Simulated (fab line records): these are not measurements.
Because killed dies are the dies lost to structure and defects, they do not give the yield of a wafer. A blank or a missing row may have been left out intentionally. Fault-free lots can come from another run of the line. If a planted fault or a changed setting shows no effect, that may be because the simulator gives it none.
fab line records    flow n5_finfet
record lots=9  wafers=27  last_day=18
route steps=1938 shown MOL_CONTACT_COAG@584 BEOL_M4@1111 PASSIVATION@1936
lots with no fault: from the same line, run without faults
start_h: start of the lot's first displayed wafer, in hours after the record's first day    wait_h: hours from the lot's prior step to this one    " unchanged from the row above    L1.1+2: a row that stands for several wafers    - value missing, or start not given    * or withheld: withheld    < > ~ a bound
route shown NAME@n: a module of which the file shows steps, and the number in the route of the first    usual: mean/standard deviation of fault-free wafers    same: alike in all rows    chamber/n: place in a boat    sites: each site's reading    _std_site: standard deviation across them    _edge_site: outer sites' mean less inner sites'    radius_mm: how far each site lies from the wafer's centre    mask NAME#n: copy n    behind: the last tool/chamber to shape the wafer    hold: cause of the lot's hold/its duration in hours/its outcome    device: whichever transistor did not switch (one of n, p or np)    end of line: the route-end tests of the same wafers    where a step has no rows: the recipe by itself    killed: at the first sort, the dies lost to defects and structure; wafer yield is something else    map: per-die view of a wafer (x killed, . not killed, _ where there is no die)
set.NAME: setting as actually run; set.NAME@STEP: the setting as run at that earlier step    model.NAME: the simulator's own value behind a step, which no gauge read
the route's steps for a sample of lots (tables are steps, rows are wafers)
services: a tool's chamber out of use, with start hour (start_h, from the record's first day; less than 0 if before it), hours out, and reason
## steps
# step N5_MOL_CONTACT_COAG_ETCHBACK_135
# recipe chemistry=CHF3  target=SiO2  target_depth_a=250  time_s=16.7  ion_energy_ev=200  pressure_mtorr=30  source_w=610  bias_w=170  Ar_flow_sccm=200  CHF3_flow_sccm=50
# usual drypump_motor_current_A=5.8/0.33  oes_f_703_au=0.79/0.072  oes_product_au=0.79/0.076  rf_vpp_V=524/5.4  showerhead_plenum_p_Torr=2.37/0.086  throttle_valve_pct=18.72/0.27
lot.wafer  tool         chamber  start_h  wait_h  drypump_motor_current_A  oes_f_703_au  oes_product_au  rf_hours_counter_h  rf_vpp_V  showerhead_plenum_p_Torr  throttle_valve_pct
L423.1     rie_diel-03  0        105.19   0.0     5.1                      0.68          0.68            239                 531       2.34                      18.92
L423.5     "            0        "        "       5.1                      0.67          0.67            -                   531       2.34                      18.94
L423.6     "            1        "        "       6.3                      0.68          0.69            -                   520       2.35                      18.69
L424.1     rie_diel-01  2        109.02   0.0     6.2                      0.71          0.72            182                 525       2.37                      18.60
L424.3     "            3        "        "       5.8                      0.81          0.80            97                  521       2.30                      18.83
L424.4     "            1        "        "       6.0                      0.71          0.69            206                 525       2.35                      18.72
L429.1     rie_diel-01  0        143.39   0.0     6.0                      0.84          0.83            85                  526       2.30                      18.31
L429.4     "            1        "        "       6.0                      0.69          0.69            217                 524       2.35                      18.76
L429.6     "            3        "        "       5.7                      0.80          0.79            -                   521       2.30                      18.86
L432.1     rie_diel-04  2        161.38   0.0     5.6                      0.75          0.75            171                 525       2.47                      19.15
L432.4     "            3        "        "       5.7                      0.84          0.86            -                   533       2.53                      18.80
L432.5     "            0        "        "       5.5                      0.86          0.87            -                   517       2.32                      18.36
L438.1     rie_diel-01  1        197.44   0.0     6.0                      0.69          0.68            237                 524       2.34                      18.76
L438.2     "            3        "        "       5.7                      0.78          0.78            125                 520       2.29                      18.88
L438.3     "            0        "        "       6.1                      0.82          0.82            104                 527       2.29                      18.36
L440.1     rie_diel-03  3        206.50   0.0     5.9                      0.77          0.75            174                 516       2.28                      18.93
L440.2     "            1        "        "       6.4                      0.91          0.92            18                  520       2.34                      18.34
L440.3     "            0        "        "       5.1                      0.90          0.94            9                   531       2.33                      18.55
L442.1     rie_diel-03  0        219.00   0.0     5.1                      0.90          0.92            14                  531       2.33                      18.54
L442.4     "            3        "        "       5.9                      0.77          0.76            -                   515       2.28                      18.95
L442.6     "            1        "        "       6.3                      0.89          0.90            -                   518       2.33                      18.31
L443.2     rie_diel-01  0        222.79   0.0     6.1                      0.81          0.80            113                 527       2.29                      18.37
L443.3     "            1        "        "       6.0                      0.68          0.67            243                 524       2.34                      18.79
L443.6     "            2        "        "       6.2                      0.69          0.69            -                   525       2.36                      18.68
L445.1     rie_diel-01  0        241.79   0.0     6.0                      0.80          0.79            119                 527       2.29                      18.37
L445.4     "            1        "        "       6.0                      0.68          0.66            249                 524       2.33                      18.78
L445.6     "            3        "        "       5.7                      0.77          0.77            -                   521       2.29                      18.92
# step N5_MOL_CONTACT_COAG_STRIP_96
# recipe chemistry=N2/H2  power_w=500  temp_c=40  pressure_mtorr=50  rf_frequency_hz=6e+07  overash_fraction=0.3  bias_power_w=28  h2_frac=0.5  n2_flow_sccm=300  h2_flow_sccm=300
# usual drypump_motor_current_A=5.8/0.33  oes_product_au=0.79/0.078  rf_vpp_V=121.8/1.3  showerhead_plenum_p_Torr=3.35/0.11  throttle_valve_pct=18.91/0.26
lot.wafer  tool         chamber  start_h  wait_h  drypump_motor_current_A  oes_product_au  rf_hours_counter_h  rf_vpp_V  showerhead_plenum_p_Torr  throttle_valve_pct
L423.1     rie_diel-03  0        105.29   0.0     5.1                      0.69            239                 120.8     3.32                      19.15
L423.5     "            0        "        "       5.1                      0.68            -                   122.1     3.32                      19.16
L423.6     "            1        "        "       6.4                      0.70            -                   120.9     3.32                      18.82
L424.1     rie_diel-01  2        109.12   0.0     6.2                      0.73            182                 121.4     3.34                      19.01
L424.3     "            3        "        "       5.8                      0.80            97                  120.9     3.25                      19.01
L424.4     "            1        "        "       6.0                      0.70            206                 121.4     3.34                      18.67
L429.1     rie_diel-01  0        143.49   0.0     6.1                      0.84            85                  121.5     3.26                      18.86
L429.4     "            1        "        "       6.0                      0.70            217                 121.0     3.33                      18.70
L429.6     "            3        "        "       5.8                      0.79            -                   123.1     3.25                      19.04
L432.1     rie_diel-04  2        161.48   0.0     5.6                      0.77            171                 121.5     3.47                      19.08
L432.4     "            3        "        "       5.7                      0.86            -                   121.2     3.55                      18.76
L432.5     "            0        "        "       5.5                      0.86            -                   122.4     3.27                      18.53
L438.1     rie_diel-01  1        197.54   0.0     6.0                      0.68            237                 121.0     3.32                      18.73
L438.2     "            3        "        "       5.8                      0.77            126                 121.2     3.24                      19.04
L438.3     "            0        "        "       6.1                      0.80            104                 120.9     3.25                      18.90
L440.1     rie_diel-03  3        206.60   0.0     5.9                      0.75            174                 122.6     3.22                      19.56
L440.2     "            1        "        "       6.4                      0.93            18                  121.5     3.30                      18.50
L440.3     "            0        "        "       5.1                      0.96            10                  123.6     3.30                      18.76
L442.1     rie_diel-03  0        219.10   0.0     5.1                      0.93            14                  123.3     3.30                      18.80
L442.4     "            3        "        "       6.0                      0.75            -                   120.9     3.22                      19.57
L442.6     "            1        "        "       6.4                      0.92            -                   121.4     3.30                      18.48
L443.2     rie_diel-01  0        222.89   0.0     6.0                      0.81            113                 120.3     3.24                      18.91
L443.3     "            1        "        "       6.0                      0.67            243                 122.1     3.32                      18.73
L443.6     "            2        "        "       6.2                      0.70            -                   119.9     3.32                      19.06
L445.1     rie_diel-01  0        241.89   0.0     6.1                      0.80            119                 118.8     3.24                      18.91
L445.4     "            1        "        "       6.0                      0.67            249                 120.6     3.31                      18.74
L445.6     "            3        "        "       5.7                      0.76            -                   119.6     3.23                      19.08
# step N5_MOL_CONTACT_COAG_EXPOSE_37
# recipe mask_id=VD  na=0.33  source_shape=annular  sigma_inner=0.3  sigma_outer=0.7  polarization=unpolarized  defocus_nm=0  dose_mj=62
lot.wafer   tool            chamber  start_h  wait_h  mask
L423.1+5+6  euv_scanner-01  0        105.86   -       VD#0
L424.1+3+4  euv_scanner-02  0        109.69   -       VD#0
L429.1+4+6  euv_scanner-01  0        143.93   -       VD#0
L432.1+4+5  euv_scanner-02  0        162.04   -       VD#0
L438.1+2+3  euv_scanner-02  0        198.11   -       VD#0
L440.1+2+3  euv_scanner-02  0        207.04   -       VD#0
L442.1+4+6  euv_scanner-01  0        219.54   -       VD#0
L443.2+3+6  euv_scanner-01  0        223.35   -       VD#0
L445.1+4+6  euv_scanner-01  0        242.45   -       VD#0
# step N5_MOL_CONTACT_COAG_CD_MEAS_40
# recipe target_cd_nm=25.1  landing_energy_ev=500  detector=se_inlens  polarity=opening
# usual cd_nm=25.01/0.25
lot.wafer  tool       chamber  start_h  wait_h  cd_nm
L423.1     cd_sem-02  0        106.00   -       24.86
L423.5     "          0        "        "       25.17
L423.6     "          0        "        "       25.19
L424.1     cd_sem-01  0        109.84   -       25.09
L424.3     "          0        "        "       24.96
L424.4     "          0        "        "       25.12
L429.1     cd_sem-03  0        144.08   -       24.98
L429.4     "          0        "        "       24.93
L429.6     "          0        "        "       25.16
L432.1     cd_sem-01  0        162.19   -       25.14
L432.4     "          0        "        "       24.86
L432.5     "          0        "        "       25.42
L438.1     cd_sem-01  0        198.25   -       24.70
L438.2     "          0        "        "       24.62
L438.3     "          0        "        "       24.80
L440.1     cd_sem-01  0        207.19   -       25.16
L440.2     "          0        "        "       25.01
L440.3     "          0        "        "       24.73
L442.1     cd_sem-02  0        219.68   -       25.24
L442.4     "          0        "        "       24.92
L442.6     "          0        "        "       25.30
L443.2     cd_sem-01  0        223.48   -       25.03
L443.3     "          0        "        "       24.81
L443.6     "          0        "        "       24.76
L445.1     cd_sem-01  0        242.60   -       25.38
L445.4     "          0        "        "       24.94
L445.6     "          0        "        "       25.44
# step N5_MOL_CONTACT_COAG_OVL_MEAS_41
# recipe points_per_wafer=522
# usual VD_OVL=-0.2/0.62
lot.wafer  tool        chamber  start_h  wait_h  VD_OVL[nm]
L423.1     overlay-02  0        106.03   0.0     -1.2
L423.5     "           0        "        "       -0.5
L423.6     "           0        "        "       -0.3
L424.1     overlay-01  0        109.87   0.0     0.0
L424.3     "           0        "        "       -0.3
L424.4     "           0        "        "       -0.1
L429.1     overlay-02  0        144.11   0.0     -0.1
L429.4     "           0        "        "       -0.8
L429.6     "           0        "        "       -0.6
L432.1     overlay-01  0        162.22   0.0     0.0
L432.4     "           0        "        "       0.3
L432.5     "           0        "        "       0.0
L438.1     overlay-01  0        198.28   0.0     6.7
L438.2     "           0        "        "       5.7
L438.3     "           0        "        "       6.0
L440.1     overlay-02  0        207.22   0.0     4.9
L440.2     "           0        "        "       5.6
L440.3     "           0        "        "       5.7
L442.1     overlay-02  0        219.71   0.0     0.1
L442.4     "           0        "        "       -0.3
L442.6     "           0        "        "       -0.5
L443.2     overlay-01  0        223.52   0.0     -1.2
L443.3     "           0        "        "       -0.8
L443.6     "           0        "        "       -0.7
L445.1     overlay-02  0        242.63   0.0     -1.1
L445.4     "           0        "        "       -0.5
L445.6     "           0        "        "       -1.0
# step N5_BEOL_M4_RC_MEAS_101
# usual DIBL_N=36.3/1.6  DIBL_P=36.5/1.6  IOFF_N=0.163/0.026  IOFF_P=0.22/0.033  ION_N=676/9.9  ION_P=464/6.5  SS_N=71.5/0.5  SS_P=73.3/0.64  VT_N=249.3/2.9  VT_P=-250/3.2
lot.wafer  tool       chamber  start_h  wait_h  DIBL_N[mV/V]  DIBL_P[mV/V]  IOFF_N[nA/um]  IOFF_P[nA/um]  ION_N[uA/um]  ION_P[uA/um]  SS_N[mV/dec]  SS_P[mV/dec]  VT_N[mV]  VT_P[mV]
L423.1     prober-01  0        193.13   0.0     37.5          36.8          0.167          0.23           666           457           71.6          74.2          248.8     -249
L423.5     "          0        "        "       38.1          38.0          0.175          0.25           671           462           71.3          73.7          248.0     -244
L423.6     "          0        "        "       38.2          38.0          0.187          0.26           680           468           72.5          74.3          248.9     -246
L424.1     prober-02  0        200.28   0.1     36.5          35.4          0.157          0.23           674           461           72.0          72.8          251.4     -249
L424.3     "          0        "        "       38.0          37.1          0.188          0.26           685           476           72.2          73.8          244.5     -245
L424.4     "          0        "        "       35.6          34.9          0.149          0.22           695           479           71.3          73.0          246.2     -246
L429.1     prober-01  0        224.87   0.3     39.4          38.9          0.212          0.32           686           472           71.8          74.2          244.7     -242
L429.4     "          0        "        "       35.7          35.8          0.142          0.25           662           470           70.8          73.1          251.3     -244
L429.6     "          0        "        "       37.3          36.8          0.167          0.27           666           473           72.1          73.3          248.1     -246
L432.1     prober-02  0        254.38   0.0     35.7          36.2          0.166          0.22           674           464           71.5          73.8          249.9     -248
L432.4     "          0        "        "       36.0          36.5          0.165          0.22           677           463           70.5          73.2          250.0     -248
L432.5     "          0        "        "       35.3          35.6          0.152          0.21           667           458           71.2          73.4          250.9     -249
L438.1     prober-01  0        277.88   0.0     36.2          36.7          0.152          0.19           667           455           71.4          73.9          250.6     -255
L438.2     "          0        "        "       35.1          35.2          0.132          0.17           659           454           71.5          73.3          254.4     -253
L438.3     "          0        "        "       35.8          36.3          0.154          0.18           683           461           71.4          73.4          250.6     -256
L440.1     prober-01  0        282.61   0.0     37.5          35.8          0.166          0.21           678           463           71.2          73.0          249.6     -249
L440.2     "          0        "        "       35.4          34.7          0.140          0.20           668           462           71.3          72.8          248.2     -251
L440.3     "          0        "        "       36.4          35.1          0.143          0.20           668           460           71.1          72.6          247.9     -252
L442.1     prober-01  0        304.18   0.0     38.4          42.3          0.213          0.29           685           470           72.8          74.2          246.6     -245
L442.4     "          0        "        "       35.0          37.9          0.145          0.21           680           470           70.8          72.1          248.1     -250
L442.6     "          0        "        "       35.9          38.6          0.164          0.23           682           471           71.5          72.9          250.8     -249
L443.2     prober-01  0        309.38   0.2     35.9          35.8          0.146          0.20           667           459           71.0          73.1          253.6     -251
L443.3     "          0        "        "       35.8          36.3          0.143          0.20           671           467           71.2          73.1          250.4     -253
L443.6     "          0        "        "       35.9          36.1          0.152          0.20           675           462           71.4          72.5          251.3     -254
L445.1     prober-01  0        320.48   0.0     36.3          35.8          0.173          0.24           681           463           71.5          73.2          246.1     -246
L445.4     "          0        "        "       36.5          35.5          0.165          0.23           671           462           72.0          74.0          247.7     -246
L445.6     "          0        "        "       38.5          39.0          0.217          0.30           696           473           72.0          74.1          243.8     -245
# step N5_PASSIVATION_PROBE_49
# usual defect_limited_yield=91.2/1.5  killed_at_M0_to_M3=32/9.6  killed_at_M4_up=13/5.3  killed_at_contacts=13/6.7  killed_at_front_end=42/11  killed_at_other=3.8/2.9  killed_dies=103/17  killed_on_rim=14/4.4  killed_open=67/13  killed_short=35/7.9  sort_bin_5_function=5.2/0.94  sort_bin_6_memory=3.3/0.64  sort_n_pass=1077/17  sort_yield_pct=91.2/1.5
# same gross_dies=1180  killed_at_back_side=0  sort_bin_4_leakage[%]=0  sort_bin_8_speed[%]=0
lot.wafer  tool       chamber  start_h  wait_h  defect_limited_yield[%]  killed_at_M0_to_M3  killed_at_M4_up  killed_at_contacts  killed_at_front_end  killed_at_other  killed_dies  killed_on_rim  killed_open  killed_short  sort_bin_5_function[%]  sort_bin_6_memory[%]  sort_n_pass  sort_yield_pct[%]
L438.1     prober-01  -        402.21   0.0     39.6                     45                  14               596                 49                   9                713          87             75           55            31.4                    4.2                   467          39.6
L438.2     prober-01  -        402.26   0.1     47.3                     15                  12               574                 18                   3                622          74             37           16            26.4                    1.4                   558          47.3
L438.3     prober-01  -        402.31   0.1     43.3                     21                  16               590                 38                   4                669          82             64           28            28.6                    3.0                   511          43.3
L440.1     prober-02  -        414.66   0.0     70.3                     44                  13               236                 54                   3                350          58             80           50            14.3                    4.7                   830          70.3
L440.2     prober-02  -        414.71   0.1     68.6                     47                  13               263                 42                   6                371          48             77           51            17.4                    4.0                   809          68.6
L440.3     prober-02  -        414.76   0.1     57.2                     36                  13               387                 59                   10               505          64             94           42            23.0                    3.5                   675          57.2
# killed by level:class
L438.1 MOL_CONTACT_COAG:overlay=581 MOL_CONTACT_COAG:geometric_particle:open=13 BEOL_M0_SAQP:geometric_particle:open=13 BEOL_M1:geometric_particle:open=11 FIN_SAQP:geometric_particle:short=10 GATE_CUT:geometric_particle:short=10 BEOL_M0_SAQP:geometric_particle:short=7 STI_FIN_REVEAL:geometric_particle:short=6
L438.2 MOL_CONTACT_COAG:overlay=567 MOL_CONTACT_COAG:geometric_particle:open=6 STI_FIN_REVEAL:geometric_particle:open=4 BEOL_M2:geometric_particle:open=4 STARTING-WAFER:geometric_particle:short=4 BEOL_M4:geometric_particle:open=3 BEOL_M8:geometric_particle:open=3 FIN_SAQP:geometric_particle:open=2
L438.3 MOL_CONTACT_COAG:overlay=574 MOL_CONTACT_COAG:geometric_particle:open=14 FIN_SAQP:geometric_particle:open=8 FIN_SAQP:geometric_particle:short=8 STI_FIN_REVEAL:geometric_particle:open=6 BEOL_M4:geometric_particle:open=6 BEOL_M2:geometric_particle:open=6 BEOL_M0_SAQP:geometric_particle:open=5
L440.1 MOL_CONTACT_COAG:overlay=217 FIN_SAQP:geometric_particle:open=16 MOL_CONTACT_COAG:geometric_particle:open=16 FIN_SAQP:geometric_particle:short=15 BEOL_M0_SAQP:geometric_particle:open=11 BEOL_M0_SAQP:geometric_particle:short=10 BEOL_M1:geometric_particle:open=10 STI_FIN_REVEAL:geometric_particle:open=7
L440.2 MOL_CONTACT_COAG:overlay=243 BEOL_M0_SAQP:geometric_particle:short=21 MOL_CONTACT_COAG:geometric_particle:open=14 BEOL_M0_SAQP:geometric_particle:open=13 FIN_SAQP:geometric_particle:open=9 STI_FIN_REVEAL:geometric_particle:open=6 GATE_CUT:geometric_particle:short=6 MOL_CONTACT_COAG:geometric_particle:short=6
L440.3 MOL_CONTACT_COAG:overlay=368 STI_FIN_REVEAL:geometric_particle:open=23 MOL_CONTACT_COAG:geometric_particle:open=17 FIN_SAQP:geometric_particle:short=14 BEOL_M1:geometric_particle:open=12 BEOL_M0_SAQP:geometric_particle:open=7 BEOL_M0_SAQP:geometric_particle:short=5 BEOL_M2:geometric_particle:open=5
## services
tool            chamber  start_h  hours  kind
rie_diel-03     2        88.25    5.0    repair
euv_scanner-02  -        92.07    1.0    pm
euv_scanner-01  -        96.94    1.0    pm
euv_scanner-01  -        97.95    4.6    pm
euv_scanner-02  -        125.89   -      calibration
rie_diel-03     1        136.58   -      clean
rie_diel-03     1        136.58   -      consumable_replace:focus_ring
rie_diel-03     1        136.58   23.6   scheduled_down
rie_diel-03     1        136.58   23.6   vent_cycle
euv_scanner-01  0        143.28   -      calibration
euv_scanner-02  -        148.22   1.0    pm
euv_scanner-01  -        153.07   1.0    pm
rie_diel-04     1        154.12   31.9   repair
euv_scanner-01  -        157.39   1.9    repair
rie_diel-03     0        160.31   -      clean
rie_diel-03     0        160.31   -      consumable_replace:focus_ring
rie_diel-03     0        160.31   19.5   scheduled_down
rie_diel-03     0        160.31   19.5   vent_cycle
euv_scanner-02  -        181.00   4.6    pm
rie_diel-01     1        203.47   7.2    repair
euv_scanner-02  -        204.37   1.0    pm
rie_diel-04     1        209.09   6.8    repair
rie_diel-03     2        212.85   15.3   repair
rie_diel-04     -        240.08   14.6   pm
## key
first_sign step=N5_MOL_CONTACT_COAG_OVL_MEAS_41  reading=VD_OVL  direction=up  sigmas=9.5  usual=-0.2  struck=5.8
effect step=N5_PASSIVATION_PROBE_49  reading=killed_at_contacts  direction=up  sigmas=64  usual=13  struck=441
more_kills_born_at N5_MOL_CONTACT_COAG_EXPOSE_37@euv_scanner-02=2550
met_at N5_MOL_CONTACT_COAG_EXPOSE_37
struck_lots L438,L440
not_acting_at N5_MOL_CONTACT_COAG_ETCHBACK_135,N5_MOL_CONTACT_COAG_STRIP_96,N5_MOL_CONTACT_COAG_CD_MEAS_40
onset_between 162.04 198.11
fault kind=scanner_matching_overlay  tool=euv_scanner-02  chamber=-  onset_h=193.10  steps=N5_MOL_CONTACT_COAG_EXPOSE_37  offset=5.9388
